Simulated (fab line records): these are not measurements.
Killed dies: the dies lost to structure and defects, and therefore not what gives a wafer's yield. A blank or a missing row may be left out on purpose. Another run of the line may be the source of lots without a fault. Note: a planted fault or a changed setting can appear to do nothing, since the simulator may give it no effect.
Split-lot trial	flow n5_finfet	21 wafers read from 7 lots, route of 1938 steps

== SPLIT DETAILS ==
At N5_MIM_BOT_LITHO_EXPOSE_05 (exposes mask MIM BOT), the setting dose_mj was moved away from the recipe's 24.25 on 8 of the 21 wafers read, by -5.2% to +6.3%. All remaining wafers had this setting at the recipe value.

== FROM THE SPLIT TO THE READING: what the file shows between them, 3 steps ==
- N5_MIM_BOT_LITHO_PEB_06
- N5_MIM_BOT_LITHO_DEVELOP_07: develop time 60 s
- N5_MIM_BOT_LITHO_HARDBAKE_09: time 120 s

== THE READING ==
cd_nm, in nm, at N5_MIM_BOT_LITHO_CD_MEAS_08 (target cd 3000 nm). Fault-free wafers of this fab line usually give 3000.2 nm, standard deviation 1.6 nm.

wafer	tool, chamber at the split	dose_mj as run	against the recipe	cd_nm, nm	against lot-mates on the recipe
L075.2	krf_scanner-01, 0	25.77	+6.3%	3010.7	+11.4
L075.4	krf_scanner-01, 0	24.25	recipe	2999.3	-
L075.6	krf_scanner-01, 0	25.77	+6.3%	3009.8	+10.5
L074.3	krf_scanner-01, 0	25.09	+3.5%	3005.7	+6.8
L074.5	krf_scanner-01, 0	24.25	recipe	2998.9	-
L074.6	krf_scanner-01, 0	25.09	+3.5%	3007.9	+9.0
L077.2	krf_scanner-01, 0	24.25	recipe	3001.6	-
L077.3	krf_scanner-01, 0	24.25	recipe	3000.5	-
L077.4	krf_scanner-01, 0	24.25	recipe	3004.0	-
L079.1	krf_scanner-01, 0	24.25	recipe	2999.0	-
L079.2	krf_scanner-01, 0	24.25	recipe	3002.6	-
L079.6	krf_scanner-01, 0	24.25	recipe	3000.0	-
L085.2	krf_scanner-01, 0	24.25	recipe	2998.6	-
L085.5	krf_scanner-01, 0	24.25	recipe	2995.6	-
L085.6	krf_scanner-01, 0	24.25	recipe	2998.7	-
L089.1	krf_scanner-01, 0	23.65	-2.5%	2995.3	-3.6
L089.3	krf_scanner-01, 0	24.25	recipe	2998.9	-
L089.6	krf_scanner-01, 0	23.65	-2.5%	2996.3	-2.6
L097.1	krf_scanner-02, 0	24.25	recipe	3000.4	-
L097.2	krf_scanner-02, 0	23	-5.2%	2993.1	-7.3
L097.4	krf_scanner-02, 0	23	-5.2%	2992.6	-7.8

FIT RESULTS
A straight line over all 21 wafers: cd_nm changes by +1.6 nm for each +1% of dose_mj; r = +0.94; the points scatter about the line by 1.8 nm.
The same after taking each lot's own level away (the mean of its wafers on the recipe; 21 wafers): +1.69 nm for each +1%; r = +0.97; scatter 1.3 nm.
On that fit, the largest move of dose_mj shifts the reading by 11 nm.
The span of the lots' own levels, 2997.63 to 3002.03 nm, comes to 2.8 times the standard deviation stated above.
Consequently the slope shifts little with the lot-to-lot level, the two slopes agreeing.
Check: with one of the wafers moved furthest among these (+6.3%) left out of the fit, the line predicts +10.9 nm for it against its lot-mates. Against them it came out at +11.4 nm.

== THE FILE'S OWN FIT ==
cd_nm changes by +1.7 nm for each +1% of dose_mj, r = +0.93.
